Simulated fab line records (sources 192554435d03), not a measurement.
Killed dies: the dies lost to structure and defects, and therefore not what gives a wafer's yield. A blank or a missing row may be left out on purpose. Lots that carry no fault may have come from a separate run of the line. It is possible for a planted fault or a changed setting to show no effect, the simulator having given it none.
The tool behind it: which one? | flow n5 finfet | 10 lots with 28 wafers sampled at 5 steps, on a route of 1938 steps

WHAT EACH GAUGE READ, for each wafer
N5_BEOL_M4_RC_MEAS_101. Usual: CJ_N 4.32, standard deviation 0.087; DIBL_N 36.0 mV/V, standard deviation 1.6; DIBL_P 35.8 mV/V, standard deviation 2; IOFF_N 0.152 nA/um, standard deviation 0.03; IOFF_P 0.20 nA/um, standard deviation 0.031; ION_N 670 uA/um, standard deviation 12; ION_P 459 uA/um, standard deviation 7.4; SS_N 71.5 mV/dec, standard deviation 0.56; SS_P 73.2 mV/dec, standard deviation 0.64; VT_N 251 mV, standard deviation 3.5; VT_P -252 mV, standard deviation 3.3.
lot  | measured     | on        | CJ_N           | DIBL_N (mV/V)  | DIBL_P (mV/V)  | IOFF_N (nA/um)    | IOFF_P (nA/um) | ION_N (uA/um) | ION_P (uA/um) | SS_N (mV/dec)  | SS_P (mV/dec)  | VT_N (mV)   | VT_P (mV)      | flag
L458 | day 9 11:49  | prober-02 | 4.34 4.25 4.34 | 36.7 36.7 33.5 | 35.8 35.5 31.3 | 0.154 0.141 0.101 | 0.20 0.19 0.15 | 674 657 650   | 462 454 450   | 72.0 71.0 71.0 | 73.0 73.0 72.1 | 251 254 255 | -253 -254 -256 |
L459 | day 9 13:56  | prober-02 | 4.19 4.36 4.26 | 37.0 35.3 35.9 | 37.4 34.5 34.9 | 0.162 0.136 0.135 | 0.21 0.17 0.18 | 683 675 659   | 468 464 451   | 70.9 71.0 70.8 | 74.1 72.6 73.1 | 248 249 252 | -250 -253 -255 |
L461 | day 10 03:13 | prober-01 | 4.39 4.16 4.36 | 37.4 35.9 37.2 | 36.7 35.6 37.0 | 0.151 0.125 0.155 | 0.20 0.18 0.20 | 674 656 680   | 461 455 463   | 71.8 71.3 72.1 | 73.6 73.2 73.6 | 253 255 250 | -252 -250 -253 |
L464 | day 11 01:23 | prober-01 | 4.46 4.40 4.45 | 33.4 34.5 36.9 | 30.6 33.8 35.4 | 0.099 0.123 0.152 | 0.15 0.19 0.20 | 645 671 662   | 449 467 460   | 70.3 70.3 72.2 | 71.7 72.5 73.3 | 256 252 249 | -254 -251 -249 |
L468 | day 12 11:36 | prober-01 | 4.16 4.22      | 36.2 37.3      | 35.1 37.2      | 0.121 0.154       | 0.17 0.21      | 644 669       | 446 456       | 71.9 72.3      | 72.7 73.1      | 260 253     | -257 -252      |
L469 | day 12 17:02 | prober-02 | 4.19 4.22 4.15 | 34.8 36.3 40.9 | 32.6 34.5 40.2 | 0.118 0.143 0.233 | 0.14 0.17 0.25 | 665 661 689   | 452 451 461   | 71.1 70.6 72.9 | 72.2 72.8 74.1 | 250 248 242 | -256 -253 -250 |
L470 | day 11 22:16 | prober-02 | 4.29 4.39      | 37.8 36.2      | 39.2 37.3      | 0.176 0.152       | 0.22 0.19      | 676 668       | 456 456       | 71.8 71.5      | 73.7 73.2      | 249 251     | -252 -254      |
L474 | day 13 03:50 | prober-02 | 4.82 4.82 4.79 | 36.1 37.1 34.5 | 34.5 34.6 32.2 | 0.146 0.143 0.117 | 0.18 0.17 0.16 | 683 672 659   | 464 447 449   | 71.2 71.6 70.5 | 72.7 72.7 72.4 | 249 254 254 | -255 -255 -256 | OFF
L476 | day 14 05:24 | prober-02 | 4.79 4.89 4.87 | 35.7 33.3 34.7 | 34.9 31.3 33.4 | 0.153 0.105 0.132 | 0.19 0.14 0.17 | 679 652 673   | 462 449 463   | 71.8 71.3 71.8 | 72.8 73.0 72.8 | 249 258 250 | -252 -256 -253 | OFF
L478 | day 14 03:56 | prober-02 | 4.79 4.68 4.70 | 35.1 35.5 38.6 | 35.1 37.0 40.0 | 0.122 0.137 0.186 | 0.16 0.18 0.23 | 650 670 670   | 441 461 449   | 71.0 71.3 72.1 | 72.9 73.1 74.8 | 253 253 247 | -254 -252 -251 | OFF

WHICH TOOL RAN EACH LOT (tool, then ch and the chambers of the sampled wafers, then the start)
lot  | N5_ZERO_LAYER_ETCH_17             | N5_WELL_APT_IMPLANT_32         | N5_PMOS_HMC_CHANNEL_EPI_CMP_21 | N5_FIN_SAQP_PECVD_06
L458 | rie diel-01 ch 0,1,2, day 1 18:43 | implanter-02 ch 0, day 1 21:40 | cmp-03 ch 1,2, day 2 01:40     | pecvd-02 ch 1,2, day 2 03:12
L459 | rie diel-01 ch 1,3, day 2 00:52   | implanter-01 ch 0, day 2 03:13 | cmp-03 ch 0,3, day 2 07:47     | pecvd-04 ch 0,2, day 2 09:41
L461 | rie diel-04 ch 0,2,3, day 2 12:53 | implanter-01 ch 0, day 2 15:22 | cmp-04 ch 0,2,3, day 2 19:42   | pecvd-04 ch 0,2, day 2 21:25
L464 | rie diel-01 ch 1,2,3, day 3 06:54 | implanter-02 ch 0, day 3 09:46 | cmp-01 ch 1,2,3, day 3 13:43   | pecvd-04 ch 1,2, day 3 15:12
L468 | rie diel-03 ch 0, day 4 06:43     | implanter-01 ch 0, day 4 09:10 | cmp-03 ch 1,2, day 4 15:42     | pecvd-02 ch 2, day 4 18:17
L469 | rie diel-03 ch 0,1,3, day 4 12:50 | implanter-02 ch 0, day 4 15:25 | cmp-01 ch 0,2,3, day 4 20:09   | pecvd-01 ch 0,1, day 4 22:08
L470 | rie diel-01 ch 0,2, day 4 18:50   | implanter-01 ch 0, day 4 21:19 | cmp-04 ch 2,3, day 5 01:26     | pecvd-02 ch 1,2, day 5 03:48
L474 | rie diel-04 ch 0,1,2, day 5 18:50 | implanter-01 ch 0, day 5 21:17 | cmp-03 ch 1,3, day 6 01:50     | pecvd-02 ch 0,1,2, day 6 03:44
L476 | rie diel-01 ch 0,1,3, day 6 06:44 | implanter-01 ch 0, day 6 09:14 | cmp-03 ch 1,2,3, day 6 13:23   | pecvd-04 ch 0,1, day 6 15:23
L478 | rie diel-03 ch 1,3, day 6 18:50   | implanter-01 ch 0, day 6 21:19 | cmp-04 ch 0,1,2, day 7 01:05   | pecvd-04 ch 0,2, day 7 02:37
- N5_ZERO_LAYER_ETCH_17: etches SiO2 in CF4, target depth 12 nm, time 13.3 s.
- N5_WELL_APT_IMPLANT_32
- N5_PMOS_HMC_CHANNEL_EPI_CMP_21: polishes SiGe30, target thk 54 nm.
- N5_FIN_SAQP_PECVD_06: deposits a-Si from SiH4/He, target thk 60 nm, time 48.1 s.

AS READ BY THE TOOLS THEMSELVES (means over the sampled wafers that have a number; for cases with no such wafer, the mark the record gives instead)
N5_ZERO_LAYER_ETCH_17. Usual: drypump motor current A 5.9 A, standard deviation 0.49; oes product au 0.76 a.u., standard deviation 0.061; rf vpp V 950 V, standard deviation 4.2; showerhead plenum p Torr 2.16 Torr, standard deviation 0.066; throttle valve pct 15.70 %, standard deviation 0.18.
lot  | tool        | drypump motor current A (A) | oes product au (a.u.) | rf vpp V (V) | showerhead plenum p Torr (Torr) | throttle valve pct (%) | flag
L458 | rie diel-01 | 6.0                         | 0.74                  | 949          | 2.14                            | 15.69                  |
L459 | rie diel-01 | 6.2                         | 0.79                  | 951          | 2.18                            | 15.53                  |
L461 | rie diel-04 | 5.7                         | 0.73                  | 950          | 2.16                            | 15.68                  |
L464 | rie diel-01 | 6.0                         | 0.78                  | 950          | 2.18                            | 15.66                  |
L468 | rie diel-03 | 5.0                         | 0.76                  | 950          | 2.15                            | 15.86                  |
L469 | rie diel-03 | 5.8                         | 0.79                  | 949          | 2.15                            | 15.68                  |
L470 | rie diel-01 | 6.0                         | 0.73                  | 951          | 2.17                            | 15.68                  |
L474 | rie diel-04 | 5.7                         | 0.74                  | 948          | 2.13                            | 15.76                  |
L476 | rie diel-01 | 6.2                         | 0.72                  | 947          | 2.13                            | 15.64                  |
L478 | rie diel-03 | 6.3                         | 0.84                  | 948          | 2.13                            | 15.57                  |

N5_WELL_APT_IMPLANT_32. Usual: dose ions cm2 1.9999e+13, standard deviation 2.3e+10; faraday current uA 253, standard deviation 4.8.
lot  | tool         | dose ions cm2 | faraday current uA | flag
L458 | implanter-02 | 2.0000e+13    | 255                |
L459 | implanter-01 | 1.9973e+13    | 254                |
L461 | implanter-01 | 2.0005e+13    | 248                |
L464 | implanter-02 | 1.9998e+13    | 256                |
L468 | implanter-01 | 1.9986e+13    | 258                |
L469 | implanter-02 | 2.0003e+13    | 252                |
L470 | implanter-01 | 1.9981e+13    | 250                |
L474 | implanter-01 | 2.4335e+13    | 304                | OFF
L476 | implanter-01 | 2.4303e+13    | 307                | OFF
L478 | implanter-01 | 2.4307e+13    | 311                | OFF

N5_PMOS_HMC_CHANNEL_EPI_CMP_21. Usual: edge zone pressure frac 1.000, standard deviation 0.0052; motor current A 12.3 A, standard deviation 1.2; slurry flow ml min 150.0, standard deviation 0.5.
lot  | tool   | edge zone pressure frac | motor current A (A) | slurry flow ml min | flag
L458 | cmp-03 | 0.996                   | 11.6                | 149.9              |
L459 | cmp-03 | 1.005                   | 13.7                | 150.1              |
L461 | cmp-04 | 0.999                   | 12.3                | 149.8              |
L464 | cmp-01 | 1.002                   | 11.8                | 150.0              |
L468 | cmp-03 | 1.006                   | 11.1                | 149.4              |
L469 | cmp-01 | 0.992                   | 12.0                | 150.2              |
L470 | cmp-04 | 0.998                   | 12.4                | 150.5              |
L474 | cmp-03 | 0.995                   | 11.6                | 149.7              |
L476 | cmp-03 | 0.999                   | 11.5                | 150.2              |
L478 | cmp-04 | 1.000                   | 12.1                | 150.1              |

N5_FIN_SAQP_PECVD_06. Usual: heater power w 835 W, standard deviation 75; showerhead plenum p Torr 5.67 Torr, standard deviation 0.053; throttle valve pct 18.5 %, standard deviation 1.1.
lot  | tool     | heater power w (W) | showerhead plenum p Torr (Torr) | throttle valve pct (%) | flag
L458 | pecvd-02 | 841                | 5.67                            | 17.4                   |
L459 | pecvd-04 | 778                | 5.68                            | 18.6                   |
L461 | pecvd-04 | 827                | 5.69                            | 18.6                   |
L464 | pecvd-04 | 788                | 5.68                            | 18.2                   |
L468 | pecvd-02 | 898                | 5.65                            | 17.0                   |
L469 | pecvd-01 | 884                | 5.71                            | 18.6                   |
L470 | pecvd-02 | 852                | 5.64                            | 17.4                   |
L474 | pecvd-02 | 897                | 5.65                            | 17.9                   |
L476 | pecvd-04 | 747                | 5.74                            | 19.4                   |
L478 | pecvd-04 | 775                | 5.68                            | 18.8                   |

THE ANSWER, worked out from the rows above alone
Rule: a lot is off if the mean of its wafers that have a number lies more than 3 standard deviations from the usual mean. A lot without any number at a reading at which 4 lots or more have one is off too. Where the step has rows for the other lots, those lots are counted as sound. The gauges are gone through in route order, then the tools' own readings, and for those a lot's mean is taken as printed above. At the first step where some lot is off, the reading lying furthest off is the one used; lots without a number count as furthest.
Off: at N5_BEOL_M4_RC_MEAS_101 (CJ_N), L474, L476, L478.
If a tool, at a process step before that reading, ran all the lots that are off and no sound lot after the first of them, it fits. The gauges at N5_BEOL_M4_RC_MEAS_101 aren't tried: what is off there is off at N5_WELL_APT_IMPLANT_32 too, on other tools, and a gauge's error can't cause that. One candidate fits, namely implanter-01 at N5_WELL_APT_IMPLANT_32. Its last sound lot is L470 (day 4 21:19), its first lot that is off L474 (day 5 21:17): a fault that began between those two fits.
The tool's own readings at N5_WELL_APT_IMPLANT_32 bear it out: on the lots that are off they differ by more than 5 times the standard deviation of the sound lots' means. dose ions cm2 reads 2.4315e+13 there against 1.9992e+13 on the sound lots; faraday current uA reads 307 there against 253 on the sound lots.

WHAT WAS PUT IN BY THE SIMULATOR
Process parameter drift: implanter-01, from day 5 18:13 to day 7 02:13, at N5_WELL_APT_IMPLANT_32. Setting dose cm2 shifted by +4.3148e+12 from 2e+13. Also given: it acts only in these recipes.
Shown lots that were struck: L474, L478, L476. This agrees with what the rule above found.
